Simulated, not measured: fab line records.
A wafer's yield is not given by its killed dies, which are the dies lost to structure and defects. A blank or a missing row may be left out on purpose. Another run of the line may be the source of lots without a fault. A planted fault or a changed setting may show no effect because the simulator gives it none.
A single fault, viewed from 2 desks || flow n5 finfet || each desk has only its own numbers; what lay behind them comes last

AT THE METROLOGY DESK
What the gauges read for every lot (on any tool): the sampled wafers with a number, averaged. If a lot's mean is further than 4 standard deviations from the usual mean, the lot is out of limits and carries the mark OUT (the distance appears in the brackets). Only the readings that lie furthest out on some lot appear, 7 of the 12 it has.
Columns: A = DIBL_N at N5_BEOL_M4_RC_MEAS_101, usual 36.4 mV/V; B = DIBL_P at N5_BEOL_M4_RC_MEAS_101, usual 36.4 mV/V; C = IOFF_N at N5_BEOL_M4_RC_MEAS_101, usual 0.16 nA/um; D = IOFF_P at N5_BEOL_M4_RC_MEAS_101, usual 0.21 nA/um; E = ION_N at N5_BEOL_M4_RC_MEAS_101, usual 680 uA/um; F = SS_N at N5_BEOL_M4_RC_MEAS_101, usual 71.5 mV/dec; G = VT_N at N5_BEOL_M4_RC_MEAS_101, usual 249 mV
{"lot": "L483", "first seen here": "day 5 17:55", "A": 35.2, "B": 35.4, "C": 0.15, "D": 0.20, "E": 675, "F": 71.6, "G": 250}
{"lot": "L485", "first seen here": "day 6 09:29", "A": 35.5, "B": 36.5, "C": 0.18, "D": 0.21, "E": 693, "F": 71.5, "G": 247}
{"lot": "L490", "first seen here": "day 7 11:49", "A": 35.6, "B": 35.7, "C": 0.15, "D": 0.19, "E": 686, "F": 71.6, "G": 250}
{"lot": "L493", "first seen here": "day 8 03:59", "A": 37.6, "B": 38.8, "C": 0.18, "D": 0.22, "E": 673, "F": 71.6, "G": 249}
{"lot": "L497", "first seen here": "day 9 03:41", "A": 33.8, "B": 34.6, "C": 0.13, "D": 0.18, "E": 663, "F": 71.1, "G": 252}
{"lot": "L499", "first seen here": "day 9 18:12", "A": 36.0, "B": 37.0, "C": 0.15, "D": 0.21, "E": 668, "F": 71.5, "G": 253}
{"lot": "L500", "first seen here": "day 9 22:31", "A": 35.7, "B": 35.3, "C": 0.14, "D": 0.17, "E": 671, "F": 71.3, "G": 253}
{"lot": "L503", "first seen here": "day 11 00:02", "A": 39.6, "B": 40.3, "C": 0.25, "D": 0.28, "E": 702, "F": 72.4, "G": 242}
{"lot": "L504", "first seen here": "day 11 03:13", "A": 36.1, "B": 35.4, "C": 0.14, "D": 0.21, "E": 674, "F": 71.3, "G": 252}
{"lot": "L505", "first seen here": "day 11 07:07", "A": 36.4, "B": 36.4, "C": 0.16, "D": 0.23, "E": 678, "F": 71.7, "G": 249}
This desk's verdict: no lot among the 10 shows anything out of limits.

THE TOOL OWNER'S DESK: litho track-02
The tool's own readings at N5_BEOL_M0_SAQP_COAT_34 (resist thk 30 nm): means of the sampled wafers that have a number, for each lot that ran on this tool. If a lot's mean is further than 4 standard deviations from the usual mean, the lot is out of limits and carries the mark OUT (the distance appears in the brackets).
Columns: A = spin speed rpm at N5_BEOL_M0_SAQP_COAT_34, usual 1500.1 rpm
{"lot": "L483", "first seen here": "day 5 23:22", "A": 1500.2}
{"lot": "L490", "first seen here": "day 7 15:22", "A": "1427.2 (-84) OUT"}
{"lot": "L493", "first seen here": "day 8 07:55", "A": "1427.5 (-83) OUT"}
{"lot": "L505", "first seen here": "day 11 10:38", "A": 1500.2}
Finding of this desk: L490, L493 out of limits; the first was L490 at day 7 15:22, on spin speed rpm at N5_BEOL_M0_SAQP_COAT_34. L483, L505: within limits.

PUT TOGETHER
On L490, L493, at day 7 15:22, an alarm was possible from the tool owner's desk.
The metrology desk saw nothing out of limits.
The metrology desk holds a record of L490, L493, inside its limits.
Of the lots named, all ran N5_BEOL_M0_SAQP_COAT_34 on litho track-02.

WHAT WAS PUT IN BY THE SIMULATOR
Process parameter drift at N5_BEOL_M0_SAQP_COAT_34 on litho track-02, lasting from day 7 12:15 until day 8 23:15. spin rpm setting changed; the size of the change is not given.
Struck lots among those shown: L490, L493.
Hours from the fault's start to each desk's first reading out of limits: the tool owner's desk, 3.
